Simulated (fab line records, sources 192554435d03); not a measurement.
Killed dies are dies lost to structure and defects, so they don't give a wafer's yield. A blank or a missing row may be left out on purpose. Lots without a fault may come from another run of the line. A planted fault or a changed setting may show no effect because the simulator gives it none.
Split-lot experiment | flow n5_finfet | 7 lots, 21 wafers read, on a route of 1938 steps

THE SPLIT
At N5_BEOL_M14_DEP_53 (deposits SiCN from 3MS/NH3, target thk 50 nm, time 17.8 s), the setting time_s was moved away from the recipe's 17.8 s on 6 of the 21 wafers read, by -14.0% to +12.4%. The other wafers ran this setting at the recipe's value.

The reading is taken at the split's own step.

THE READING
SiCN_of_BEOL_M14_DEP_53.thk_nm (the simulator's own value, which no gauge read), in nm, at N5_BEOL_M14_DEP_53 (deposits SiCN from 3MS/NH3, target thk 50 nm, time 17.8 s). The file gives no usual value for it. The 15 wafers here that ran the recipe average 49.6 nm, standard deviation 0.62 nm.

wafer  | tool, chamber at the split | time_s as run, s | against the recipe | SiCN_of_BEOL_M14_DEP_53.thk_nm, nm | against lot-mates on the recipe
L074.1 | pecvd-02, 2                | 17.8             | recipe             | 49.8                               | -
L074.4 | pecvd-02, 1                | 17.8             | recipe             | 49.4                               | -
L074.5 | pecvd-02, 2                | 18.64            | +4.7%              | 53.4                               | +3.8
L080.2 | pecvd-04, 2                | 17.8             | recipe             | 49.2                               | -
L080.3 | pecvd-04, 1                | 15.31            | -14.0%             | 42.8                               | -6.9
L080.6 | pecvd-04, 2                | 17.8             | recipe             | 50.2                               | -
L089.2 | pecvd-01, 0,2              | 17.8             | recipe             | 49.6                               | -
L089.5 | pecvd-01, 0,2              | 17.8             | recipe             | 49.6                               | -
L089.4 | pecvd-01, 0                | 17.8             | recipe             | 50.6                               | -
L088.1 | pecvd-02, 1                | 17.8             | recipe             | 49                                 | -
L088.3 | pecvd-02, 0                | 19.81            | +11.3%             | 55.4                               | +6.1
L088.4 | pecvd-02, 1                | 17.8             | recipe             | 49.6                               | -
L091.1 | pecvd-02, 1                | 17.8             | recipe             | 49                                 | -
L091.2 | pecvd-02, 0                | 17.8             | recipe             | 49.2                               | -
L091.4 | pecvd-02, 1                | 17.8             | recipe             | 50.2                               | -
L090.1 | pecvd-04, 0                | 17.8             | recipe             | 50                                 | -
L090.4 | pecvd-04, 1                | 16.26            | -8.7%              | 46.8                               | -3.2
L090.6 | pecvd-04, 2                | 16.26            | -8.7%              | 46.6                               | -3.4
L095.2 | pecvd-04, 0                | 17.8             | recipe             | 48                                 | -
L095.4 | pecvd-04, 1                | 17.8             | recipe             | 50                                 | -
L095.5 | pecvd-04, 0                | 20               | +12.4%             | 55.4                               | +6.4
Where a row lists several chambers, the file gives one row for several wafers and doesn't say which wafer went through which chamber.

THE FIT
A straight line over all 21 wafers: SiCN_of_BEOL_M14_DEP_53.thk_nm changes by +0.464 nm for each +1% of time_s; r = +0.96; the points scatter about the line by 0.75 nm.
The same after taking each lot's own level away (the mean of its wafers on the recipe; 21 wafers): +0.494 nm for each +1%; r = +0.98; scatter 0.64 nm.
On that fit, the largest move of time_s shifts the reading by 6.9 nm.
The lots' own levels span 49.00 to 50.00 nm, that is 1.6 times the standard deviation above.
So the lot-to-lot level changes the slope little: the two slopes agree.
Check: with one of the wafers moved furthest among these (-14.0%) left out of the fit, the line predicts -6.61 nm for it against its lot-mates. It came out at -6.9 nm against them.

OTHER SPLITS ON THESE WAFERS
These wafers also went through other splits before the reading. Each is held against what the fit with the lots' levels taken away leaves over:
other split on the same wafers | wafers away from the commonest value | r with SiCN_of_BEOL_M14_DEP_53.thk_nm (lot level and that fit taken away)
N5_BEOL_M11_DESCUM_16 time_s   | 9                                    | +0.29
N5_BEOL_M12_SPUTTER_43 power_w | 4                                    | -0.09
N5_BEOL_M13_ETCH_67 bias_w     | 7                                    | +0.47
N5_BEOL_M14_SPUTTER_43 time_s  | 9                                    | -0.04

THE FILE'S OWN FIT
SiCN_of_BEOL_M14_DEP_53.thk_nm changes by +0.508 nm for each +1% of time_s, r = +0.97.
